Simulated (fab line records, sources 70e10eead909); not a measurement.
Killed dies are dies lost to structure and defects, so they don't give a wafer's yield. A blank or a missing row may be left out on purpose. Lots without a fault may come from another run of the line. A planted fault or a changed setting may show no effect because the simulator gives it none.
Matching of chambers	flow nand-harc	3 sister chambers for NHARC_P_M1_STRIP_18 on rie-diel-10
The step strips in N2/H2. 3 wafers are shown with their chamber, then 6 later ones without.

## WAFERS, EACH WITH ITS CHAMBER
wafer	chamber	drypump-motor-current-A (A)
L075.4	0	6.1
L089.3	1	5.8
L089.5	3	6.2

## WAFERS WITH NO CHAMBER GIVEN
wafer	drypump-motor-current-A (A)
L093.1	6.2
L093.3	6.1
L093.5	6.1
L097.1	6.1
L097.2	6.2
L097.6	5.7

## CHAMBER TAKEN BY EACH
wafer	from the rows above	in truth
L093.1	3	3
L093.3	0	0
L093.5	0	0
L097.1	0	0
L097.2	3	3
L097.6	1	1
Correctly placed: 6 of 6. Left unplaced by these rows: 0. 0 placed wrongly.
How it was worked out, from the rows above alone: a wafer's distance from a chamber is the root of the sum, over the readings, of the square of ((its reading less the chamber's mean) divided by the reading's scatter). The wafer belongs to the nearest chamber; if the next one is less than 2 further off, it can't be placed. A chamber's mean is the mean of its shown wafers. The scatter (one wafer shown for each chamber): square how far every hidden wafer sits from the nearest shown wafer, average those squares and take the square root.
